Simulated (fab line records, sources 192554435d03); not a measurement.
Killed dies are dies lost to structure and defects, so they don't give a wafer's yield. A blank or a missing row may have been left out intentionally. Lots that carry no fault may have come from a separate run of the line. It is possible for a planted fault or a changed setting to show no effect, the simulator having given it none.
Which tool was responsible? -- flow n5_finfet -- 18 wafers from 6 lots sampled at 9 of the route's 1938 steps

WHAT THE GAUGES SHOWED, per wafer
N5_BEOL_M4_RC_MEAS_101. Usual: DIBL_N 36.2 mV/V, standard deviation 1.6; DIBL_P 36.5 mV/V, standard deviation 1.9; IOFF_N 0.158 nA/um, standard deviation 0.027; IOFF_P 0.21 nA/um, standard deviation 0.038; ION_N 675 uA/um, standard deviation 12; ION_P 464 uA/um, standard deviation 8.9; SS_N 71.5 mV/dec, standard deviation 0.61; SS_P 73.4 mV/dec, standard deviation 0.59; VT_N 250.4 mV, standard deviation 3; VT_P -250 mV, standard deviation 3.6.
lot,measured,on,DIBL_N (mV/V),DIBL_P (mV/V),IOFF_N (nA/um),IOFF_P (nA/um),ION_N (uA/um),ION_P (uA/um),SS_N (mV/dec),SS_P (mV/dec),VT_N (mV),VT_P (mV),flag
L414,day 7 20:24,prober-01,37.7 36.3 38.5,38.5 36.5 39.0,0.175 0.146 0.194,0.26 0.22 0.27,683 676 683,474 472 468,72.3 71.1 72.0,74.0 73.0 74.1,251.0 251.9 247.4,-247 -250 -245,
L424,day 10 11:46,prober-01,34.9 36.5 38.2,35.8 37.3 39.0,0.142 0.175 0.209,0.19 0.20 0.25,671 691 705,463 464 474,70.5 70.8 72.8,73.5 73.8 73.6,251.0 245.7 246.5,-250 -251 -246,
L429,day 12 12:49,prober-02,36.2 35.3 35.5,35.3 34.9 35.6,0.141 0.142 0.138,0.18 0.18 0.18,677 668 685,464 460 457,70.7 71.1 71.1,73.0 72.6 73.1,250.3 249.4 251.5,-253 -252 -254,
L431,day 12 17:14,prober-01,35.9 37.0 38.6,35.2 37.2 40.1,0.144 0.162 0.212,0.20 0.23 0.30,699 691 705,475 467 488,71.7 71.6 72.1,73.5 74.1 74.0,248.9 248.4 245.7,-250 -251 -242,
L433,day 13 19:52,prober-02,38.4 37.6 37.1,36.8 36.5 35.7,0.179 0.163 0.161,0.26 0.25 0.22,673 666 658,468 467 457,72.1 72.0 72.8,73.3 74.1 73.2,249.6 249.4 253.0,-247 -247 -247,
L436,day 14 01:01,prober-01,38.4 36.2 36.0,38.9 36.3 35.3,0.223 0.157 0.158,0.30 0.23 0.21,690 666 675,478 461 461,73.0 71.9 71.6,74.6 73.7 72.9,246.9 252.2 252.8,-245 -248 -252,

N5_BEOL_M11_OVL_MEAS_29. Usual: V10_OVL typically reads -0.5 nm, with standard deviation 0.77.
lot,measured,on,V10_OVL (nm),flag
L414,day 10 17:01,overlay-02,-0.4 -0.3 -0.4,
L424,day 13 02:28,overlay-01,-1.0 -1.3 -1.1,
L429,day 15 05:44,overlay-02,-0.8 -0.5 -1.1,
L431,day 15 09:16,overlay-01,-0.6 0.5 -0.8,
L433,day 16 16:35,overlay-01,-0.9 -1.0 -0.1,
L436,day 16 17:37,overlay-02,-1.4 -0.8 -1.1,

N5_BEOL_M11_OCD_MEAS_38. Usual: trench_depth_nm 149.2 nm, standard deviation 3.
lot,measured,on,trench_depth_nm (nm),flag
L414,day 10 17:52,ocd-01,150.8 145.5 146.1,
L424,day 13 03:01,ocd-01,144.9 147.7 246.5,OFF
L429,day 15 06:17,ocd-01,152.1 148.0 152.3,
L431,day 15 10:01,ocd-01,153.4 148.3 154.0,
L433,day 16 17:11,ocd-01,151.9 148.1 145.3,
L436,day 16 18:10,ocd-01,152.3 152.0 143.7,

N5_BEOL_M11_THK_MEAS_53: measures by xrf. Usual: M11_THK typically reads 142 nm, with standard deviation 3.4.
lot,measured,on,M11_THK (nm),flag
L414,day 10 20:02,film_metro-01,143 138 139,
L424,day 13 05:21,film_metro-01,140 142 244,OFF
L429,day 15 10:04,film_metro-01,143 141 143,
L431,day 15 13:35,film_metro-02,146 140 147,
L433,day 16 20:10,film_metro-02,143 140 137,
L436,day 16 20:46,film_metro-02,147 144 137,

N5_BEOL_M11_RS_MEAS_57: the measuring method here is four-point-probe. Usual: M11_RS typically reads 0.151 ohm/sq, with standard deviation 0.0039.
lot,measured,on,M11_RS (ohm/sq),flag
L414,day 10 20:11,film_metro-01,0.149 0.155 0.155,
L424,day 13 05:28,film_metro-02,0.155 0.153 0.085,OFF
L429,day 15 10:11,film_metro-01,0.151 0.154 0.150,
L431,day 15 13:43,film_metro-01,0.146 0.153 0.146,
L433,day 16 20:18,film_metro-01,0.150 0.153 0.157,
L436,day 16 20:53,film_metro-02,0.145 0.146 0.156,

N5_BEOL_M15_RC_MEAS_101. Usual: COMB_M10 1.5e-11 S/m, standard deviation 3.1e-12; COMB_M12 6.6e-12 S/m, standard deviation 1.5e-12; COMB_M13 4.9e-12 S/m, standard deviation 1e-12; COMB_M14 3.8e-12 S/m, standard deviation 8e-13; COMB_M15 2.6e-12 S/m, standard deviation 6.8e-13; COMB_M5 3.6e-11 S/m, standard deviation 7.7e-12; COMB_M6 2.6e-11 S/m, standard deviation 4.7e-12; COMB_M7 2.5e-11 S/m, standard deviation 4.8e-12; COMB_M7_max_site 3.7e-11 S/m, standard deviation 8.7e-12; COMB_M8 2.5e-11 S/m, standard deviation 5.1e-12; COMB_M9 1.5e-11 S/m, standard deviation 3.8e-12; SERP_M10 3.05 ohm/um, standard deviation 0.077; SERP_M11 3.05 ohm/um, standard deviation 0.093; SERP_M11_max_site 3.16 ohm/um, standard deviation 0.1; SERP_M12 0.636 ohm/um, standard deviation 0.016; SERP_M13 0.305 ohm/um, standard deviation 0.0072; SERP_M14 0.159 ohm/um, standard deviation 0.0035; SERP_M5 39.7 ohm/um, standard deviation 2; SERP_M6 13.9 ohm/um, standard deviation 0.51; SERP_M7 13.8 ohm/um, standard deviation 0.61; SERP_M8 13.9 ohm/um, standard deviation 0.53; SERP_M9 3.08 ohm/um, standard deviation 0.093; SERP_M9_max_site 3.18 ohm/um, standard deviation 0.096.
lot,measured,on,COMB_M10 (S/m),COMB_M12 (S/m),COMB_M13 (S/m),COMB_M14 (S/m),COMB_M15 (S/m),COMB_M5 (S/m),COMB_M6 (S/m),COMB_M7 (S/m),COMB_M7_max_site (S/m),COMB_M8 (S/m),COMB_M9 (S/m),SERP_M10 (ohm/um),SERP_M11 (ohm/um),SERP_M11_max_site (ohm/um),SERP_M12 (ohm/um),SERP_M13 (ohm/um),SERP_M14 (ohm/um),SERP_M5 (ohm/um),SERP_M6 (ohm/um),SERP_M7 (ohm/um),SERP_M8 (ohm/um),SERP_M9 (ohm/um),SERP_M9_max_site (ohm/um),flag
L414,day 12 09:45,prober-01,1.3e-11 1.6e-11 2e-11,8.5e-12 6.3e-12 6.1e-12,4.8e-12 6e-12 3.7e-12,4.3e-12 3.4e-12 4.1e-12,2.9e-12 2.5e-12 3e-12,5e-11 2.6e-11 2.6e-11,3e-11 2.8e-11 3.4e-11,2.4e-11 2.9e-11 2.7e-11,4.3e-11 3.7e-11 3.5e-11,3.4e-11 2.6e-11 2.8e-11,2.8e-11 1.9e-11 1.4e-11,3.08 3.09 3.08,3.01 3.15 3.18,3.17 3.29 3.25,0.668 0.630 0.671,0.313 0.313 0.308,0.153 0.162 0.156,40.2 36.9 41.3,13.9 14.8 13.9,13.5 14.2 13.4,14.0 13.9 14.0,3.17 3.05 3.28,3.25 3.16 3.35,
L424,day 14 09:55,prober-01,1.6e-11 1.3e-11 1.2e-11,6.6e-12 4.4e-12 5.4e-12,5.2e-12 5.4e-12 6.2e-12,4.6e-12 4.6e-12 3.5e-12,2.6e-12 2.9e-12 4.2e-12,3.2e-11 4.4e-11 3.5e-11,2.8e-11 3.3e-11 3.3e-11,2.4e-11 2.2e-11 3e-11,5e-11 3.2e-11 4e-11,2.3e-11 2e-11 2e-11,1.6e-11 1.9e-11 1.1e-11,3.05 3.08 3.00,3.13 3.10 1.72,3.26 3.16 1.77,0.630 0.639 0.644,0.300 0.313 0.295,0.159 0.161 0.162,35.6 40.5 38.6,13.8 13.7 13.3,14.0 13.7 13.2,14.8 15.0 14.5,3.19 3.07 3.15,3.34 3.16 3.23,OFF
L429,day 16 14:32,prober-02,1.3e-11 1.3e-11 1.3e-11,4.6e-12 7e-12 7.1e-12,4.3e-12 4.8e-12 3.7e-12,3.2e-12 2.9e-12 3.8e-12,2.5e-12 2.8e-12 1.9e-12,4e-11 2.9e-11 3.9e-11,2.1e-11 2.7e-11 2.8e-11,2.9e-11 2.3e-11 3.4e-11,3.9e-11 3.2e-11 6.1e-11,3.2e-11 2.2e-11 2e-11,1.3e-11 1.4e-11 1.5e-11,3.11 3.06 3.05,3.03 3.06 3.00,3.09 3.17 3.08,0.628 0.645 0.634,0.305 0.306 0.305,0.163 0.160 0.163,43.0 39.6 37.8,13.8 13.6 14.0,14.5 13.6 13.2,14.9 14.5 14.2,3.03 2.98 3.09,3.14 3.08 3.20,
L431,day 16 18:34,prober-02,1.9e-11 1.2e-11 2.5e-11,8.4e-12 5.7e-12 1.02e-11,5.8e-12 5e-12 4e-12,5.7e-12 4.8e-12 3.3e-12,2.7e-12 2.1e-12 2.7e-12,6e-11 3.1e-11 4.3e-11,2.3e-11 2.6e-11 2.3e-11,2.6e-11 3.1e-11 2.8e-11,5.1e-11 4.9e-11 3.8e-11,2.5e-11 2.8e-11 2.3e-11,1.8e-11 1.1e-11 1.1e-11,3.15 3.03 3.12,2.97 3.07 2.89,3.07 3.21 3.01,0.642 0.639 0.644,0.302 0.313 0.311,0.162 0.160 0.159,39.7 42.5 39.8,13.8 13.6 14.0,13.9 13.9 12.7,13.9 14.1 13.4,3.02 2.92 3.07,3.12 3.01 3.20,
L433,day 18 00:08,prober-01,1.5e-11 1.7e-11 1.7e-11,8.4e-12 6.2e-12 6.2e-12,5.8e-12 6.2e-12 5.5e-12,3.2e-12 3.4e-12 3.5e-12,5e-12 3.7e-12 2.8e-12,3.8e-11 3.5e-11 5.3e-11,3e-11 2e-11 2.9e-11,2.8e-11 2.3e-11 3.2e-11,5.1e-11 3.1e-11 4e-11,2.2e-11 2.1e-11 2.2e-11,1.3e-11 1.7e-11 1.7e-11,3.16 3.15 2.99,3.01 2.97 3.03,3.12 3.12 3.12,0.626 0.638 0.647,0.302 0.308 0.302,0.156 0.153 0.154,37.0 38.5 40.6,14.3 14.5 14.0,13.6 12.4 13.1,14.3 13.1 13.9,3.11 3.03 2.96,3.14 3.07 3.06,
L436,day 18 00:06,prober-02,1.6e-11 1.6e-11 1.3e-11,8.8e-12 9.1e-12 8.1e-12,4e-12 5.4e-12 5e-12,3.6e-12 3.9e-12 3.4e-12,2.3e-12 2.7e-12 3.4e-12,3.6e-11 3.4e-11 2.8e-11,3e-11 3.2e-11 3e-11,2.6e-11 2.5e-11 1.4e-11,4e-11 3e-11 2.5e-11,3e-11 2.6e-11 3e-11,1.3e-11 1.5e-11 1.7e-11,3.09 3.12 3.10,2.88 2.96 3.09,2.91 3.02 3.15,0.615 0.649 0.636,0.299 0.305 0.297,0.156 0.164 0.162,39.1 37.1 38.4,14.4 14.7 14.7,14.6 13.6 13.5,13.6 13.1 13.5,3.06 2.96 3.17,3.12 3.14 3.20,

EACH LOT AND THE TOOL THAT RAN IT (in order: tool; ch and the chambers of the sampled wafers; start)
lot,N5_BEOL_M11_TRENCH_ETCH_37,N5_BEOL_M11_PRE_CLEAN_45,N5_BEOL_M11_SURFACE_TREAT_76
L414,"rie_diel-06 ch 0,1,2, day 10 17:41","pvd_sputter-01, day 10 18:25","pvd_sputter-03, day 10 18:56"
L424,"rie_diel-06 ch 0,2, day 13 02:50","pvd_sputter-03, day 13 03:50","pvd_sputter-03, day 13 04:13"
L429,"rie_diel-03 ch 0,1,3, day 15 06:07","pvd_sputter-03, day 15 06:53","pvd_sputter-03, day 15 08:51"
L431,"rie_diel-03 ch 0,1,3, day 15 09:50","pvd_sputter-02, day 15 10:46","pvd_sputter-03, day 15 11:17"
L433,"rie_diel-03 ch 0,1,2, day 16 17:00","pvd_sputter-02, day 16 18:18","pvd_sputter-02, day 16 18:56"
L436,"rie_diel-06 ch 0,1,2, day 16 17:59","pvd_sputter-02, day 16 19:06","pvd_sputter-02, day 16 19:29"
- N5_BEOL_M11_TRENCH_ETCH_37: etches SiCOH lowk in C4F6/O2, target depth 148.83 nm, time 48 s.
- N5_BEOL_M11_PRE_CLEAN_45: time 30 s.
- N5_BEOL_M11_SURFACE_TREAT_76

AS READ BY THE TOOLS THEMSELVES (means over the sampled wafers that have a number; for cases with no such wafer, the mark the record gives instead)
N5_BEOL_M11_TRENCH_ETCH_37. Usual: drypump_motor_current_A 5.7 A, standard deviation 0.57; oes_product_au 0.80 a.u., standard deviation 0.086; rf_vpp_V 668 V, standard deviation 18; showerhead_plenum_p_Torr 2.84 Torr, standard deviation 0.08; throttle_valve_pct 20.87 %, standard deviation 0.25.
lot,tool,drypump_motor_current_A (A),oes_product_au (a.u.),rf_vpp_V (V),showerhead_plenum_p_Torr (Torr),throttle_valve_pct (%),flag
L414,rie_diel-06,5.5,0.78,662,2.77,20.86,
L424,rie_diel-06,5.9,0.87,671,2.74,21.00,
L429,rie_diel-03,5.9,0.90,666,2.89,20.69,
L431,rie_diel-03,5.9,0.89,667,2.89,20.69,
L433,rie_diel-03,6.3,0.85,670,2.85,20.71,
L436,rie_diel-06,5.4,0.83,662,2.76,20.80,

N5_BEOL_M11_PRE_CLEAN_45. Usual: heater_power_w 334 W, standard deviation 32.
lot,tool,heater_power_w (W),flag
L414,pvd_sputter-01,320,
L424,pvd_sputter-03,357,
L429,pvd_sputter-03,346,
L431,pvd_sputter-02,350,
L433,pvd_sputter-02,322,
L436,pvd_sputter-02,373,

THE ANSWER, worked out from the rows above alone
Rule: take the mean of a lot's wafers that have a number; if it is more than 3 standard deviations from the usual mean, the lot is off. A lot without any number at a reading at which 4 lots or more have one is off too. The other lots that the step has rows for count as sound. The gauges are gone through in route order, then the tools' own readings, and for those a lot's mean is taken as printed above. At the first step where some lot is off, the reading lying furthest off is the one used; lots without a number count as furthest.
Off: L424 (N5_BEOL_M11_OCD_MEAS_38, trench_depth_nm).
A tool fits if, at a process step before that reading, it ran every lot that is off, and no sound lot after the first of them. Not tried: the gauges at N5_BEOL_M11_OCD_MEAS_38; whatever is off there is also off at N5_BEOL_M11_THK_MEAS_53, on other tools, and gauge error can't account for it. None of those tried fits.

WHAT WAS PUT IN BY THE SIMULATOR
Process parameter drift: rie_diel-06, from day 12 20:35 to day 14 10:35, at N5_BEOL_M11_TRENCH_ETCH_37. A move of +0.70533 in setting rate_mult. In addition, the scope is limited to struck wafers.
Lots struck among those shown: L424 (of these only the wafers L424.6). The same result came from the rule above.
